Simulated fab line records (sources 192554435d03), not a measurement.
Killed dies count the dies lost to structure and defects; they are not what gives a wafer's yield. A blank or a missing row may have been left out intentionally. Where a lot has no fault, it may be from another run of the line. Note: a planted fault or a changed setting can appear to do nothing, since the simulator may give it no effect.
Which tool did it? + flow n5 finfet + 11 lots, 29 wafers sampled, at 4 steps of a route of 1938

== WHAT EACH GAUGE READ, for each wafer ==
N5_PMOS_HMC_CHANNEL_EPI_OVL_MEAS_10.
| lot  | measured    | on         | PMOS_HMC_BLK_OVL (nm) |
|------|-------------|------------|-----------------------|
| L251 | day 1 16:55 | overlay-02 | -0.3 0.0 -0.5         |
| L252 | day 2 00:04 | overlay-02 | -0.3 0.1 0.8          |
| L253 | day 2 05:03 | overlay-02 | -0.2 -1.2 -1.1        |
| L254 | day 2 11:47 | overlay-01 | -0.3 -0.3 -0.3        |
| L255 | day 2 17:17 | overlay-01 | 0.2 -0.7              |
| L256 | day 2 23:28 | overlay-01 | -3.1 -1.9             |
| L257 | day 3 05:01 | overlay-01 | 0.1 0.7               |
| L258 | day 3 11:50 | overlay-02 | -1.4 -0.7             |
| L260 | day 4 01:40 | overlay-02 | -0.8 -0.7 0.0         |
| L265 | day 5 05:53 | overlay-01 | 40.9 39.5 40.1        |
| L269 | day 6 05:29 | overlay-01 | 40.0 40.0 39.6        |

== WHAT TOOL EACH LOT RAN ON (gives the tool, then ch and the chambers of the sampled wafers, and finally the start) ==
| lot  | N5_ZERO_LAYER_ETCH_18           | N5_WELL_APT_RTA_34              | N5_PMOS_HMC_CHANNEL_EPI_EXPOSE_06 |
|------|---------------------------------|---------------------------------|-----------------------------------|
| L251 | rie si-02 ch 2,3, day 1 12:55   | rtp anneal-01 ch 0, day 1 15:43 | arfi scanner-02 ch 0, day 1 16:46 |
| L252 | rie si-06 ch 0,1,2, day 1 19:08 | rtp anneal-01 ch 0, day 1 22:41 | arfi scanner-02 ch 0, day 1 23:55 |
| L253 | rie si-02 ch 1,2,3, day 2 00:55 | rtp anneal-02 ch 0, day 2 03:42 | arfi scanner-03 ch 0, day 2 04:53 |
| L254 | rie si-02 ch 2,3, day 2 06:59   | rtp anneal-02 ch 0, day 2 10:28 | arfi scanner-02 ch 0, day 2 11:38 |
| L255 | rie si-06 ch 1,2, day 2 12:55   | rtp anneal-01 ch 0, day 2 15:55 | arfi scanner-03 ch 0, day 2 17:08 |
| L256 | rie si-02 ch 1, day 2 19:20     | rtp anneal-01 ch 0, day 2 22:15 | arfi scanner-03 ch 0, day 2 23:19 |
| L257 | rie si-02 ch 0,3, day 3 00:55   | rtp anneal-02 ch 0, day 3 03:40 | arfi scanner-01 ch 0, day 3 04:52 |
| L258 | rie si-02 ch 2,3, day 3 06:55   | rtp anneal-02 ch 0, day 3 10:33 | arfi scanner-03 ch 0, day 3 11:42 |
| L260 | rie si-04 ch 0,2,3, day 3 18:55 | rtp anneal-02 ch 0, day 4 00:15 | arfi scanner-03 ch 0, day 4 01:31 |
| L265 | rie si-02 ch 0,1,3, day 5 00:55 | rtp anneal-01 ch 0, day 5 04:05 | arfi scanner-01 ch 0, day 5 05:44 |
| L269 | rie si-06 ch 1,2, day 6 00:55   | rtp anneal-01 ch 0, day 6 03:56 | arfi scanner-01 ch 0, day 6 05:20 |
- N5_ZERO_LAYER_ETCH_18: etches Si in HBr/Cl2, target depth 120 nm, time 40 s.
- N5_WELL_APT_RTA_34: time 10 s.
- N5_PMOS_HMC_CHANNEL_EPI_EXPOSE_06: exposes mask PMOS HMC BLK, target cd 240 nm.

== THE ANSWER, worked out from the rows above alone ==
Rule: what is usual is taken from the lots themselves. The widest of any qualifying gaps counts: lots, ordered by their means at a reading, are off when they make up no more than a third of the lots, leave a main group of 4 or more, and stand apart from it by 3 or more times the standard deviation of that group's means. Not used: any main group whose means are identical at the precision the tables above print for the reading. A lot without any number at a reading at which 4 lots or more have one is off too. Where the step has rows for the other lots, those lots are counted as sound.
Off: L265, L269, seen at N5_PMOS_HMC_CHANNEL_EPI_OVL_MEAS_10 (PMOS_HMC_BLK_OVL). Main group: mean -0.6 nm, sd 0.8.
If a tool, at a process step before that reading, ran all the lots that are off and no sound lot after the first of them, it fits. Gauges at N5_PMOS_HMC_CHANNEL_EPI_OVL_MEAS_10: tried the same way as those tools. Can't be told from this: 3 tools fit, rtp anneal-01 at N5_WELL_APT_RTA_34, arfi scanner-01 at N5_PMOS_HMC_CHANNEL_EPI_EXPOSE_06, overlay-01 at N5_PMOS_HMC_CHANNEL_EPI_OVL_MEAS_10.

== WHAT THE SIMULATOR HAD INSERTED ==
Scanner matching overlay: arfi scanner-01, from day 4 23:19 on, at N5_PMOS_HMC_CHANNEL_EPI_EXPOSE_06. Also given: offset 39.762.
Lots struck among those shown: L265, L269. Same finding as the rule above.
